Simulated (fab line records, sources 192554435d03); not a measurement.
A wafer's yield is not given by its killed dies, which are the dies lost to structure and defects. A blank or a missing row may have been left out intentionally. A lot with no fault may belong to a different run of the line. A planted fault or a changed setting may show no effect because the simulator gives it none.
The same fault as seen by 2 desks -- flow n5-finfet -- each desk has only its own numbers; what lay behind them comes last

## THE TOOL OWNER'S DESK: rie-diel-03
The tool's own readings at N5_BEOL_M6_ETCH_66 (etches SOC in N2/H2, target depth 80 nm, overetch 16 nm, time 120 s): means of the sampled wafers that have a number, for each lot that ran on this tool. Any lot whose mean is over 4 standard deviations away from the usual mean is out of limits and marked OUT; that distance is given in the brackets.
Columns: A = drypump-motor-current-A at N5_BEOL_M6_ETCH_66, usual 5.5 A; B = oes-product-au at N5_BEOL_M6_ETCH_66, usual 0.59 a.u.; C = rf-fwd-power-W at N5_BEOL_M6_ETCH_66, usual 835.7 W; D = rf-vpp-V at N5_BEOL_M6_ETCH_66, usual 524.4 V; E = showerhead-plenum-p-Torr at N5_BEOL_M6_ETCH_66, usual 2.56 Torr; F = throttle-valve-pct at N5_BEOL_M6_ETCH_66, usual 17.69 %
lot,first seen here,A,B,C,D,E,F
L795,day 9 03:46,5.3,0.60,836.7,526.5,2.61,17.49
L797,day 9 21:44,5.5,0.64,836.2,525.3,2.59,17.50
L798,day 10 11:58,5.5,0.64,836.9,525.1,2.60,17.54
L800,day 11 11:34,5.5,0.62,835.9,524.6,2.59,17.52
L807,day 12 09:18,5.3,0.57,1037.2 (+78) OUT,486.5 (-16) OUT,2.53,17.65
L809,day 13 13:13,5.7,0.63,1037.4 (+78) OUT,488.5 (-16) OUT,2.57,17.55
This desk's verdict: out of limits on L807, L809, starting with L807 at day 12 09:18 (rf-fwd-power-W at N5_BEOL_M6_ETCH_66). In limits: L795, L797, L798, L800.

## THE METROLOGY DESK
Lot by lot, what the gauges showed, no matter which tool ran the lot: averages of those sampled wafers that carry a number. Any lot whose mean is over 4 standard deviations away from the usual mean is out of limits and marked OUT; that distance is given in the brackets.
Columns: A = trench-depth-nm at N5_BEOL_M6_OCD_MEAS_38, usual 94.3 nm
lot,first seen here,A
L791,day 8 09:34,93.1
L793,day 9 00:54,95.0
L795,day 9 04:07,94.1
L797,day 9 22:04,94.9
L798,day 10 12:19,93.4
L800,day 11 11:55,94.5
L801,day 11 17:05,95.0
L807,day 12 09:38,92.8
L811,day 13 13:30,95.6
L809,day 13 13:34,95.8
This desk found nothing out of limits on any of the 10 lots.

## BROUGHT TOGETHER
At day 12 09:18, on L807, L809, the tool owner's desk was in a position to raise an alarm.
Metrology desk: nothing out of limits seen.
The metrology desk has L807, L809 on record, within its limits.
On rie-diel-03, each named lot ran N5_BEOL_M6_ETCH_66.

## WHAT THE SIMULATOR HAD INSERTED
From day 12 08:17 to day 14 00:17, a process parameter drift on rie-diel-03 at N5_BEOL_M6_ETCH_66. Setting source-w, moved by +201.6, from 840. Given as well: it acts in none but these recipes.
Struck lots among those shown: L807, L809.
How many hours passed from the start of the fault until each desk's first out-of-limits reading: the tool owner's desk, 1.
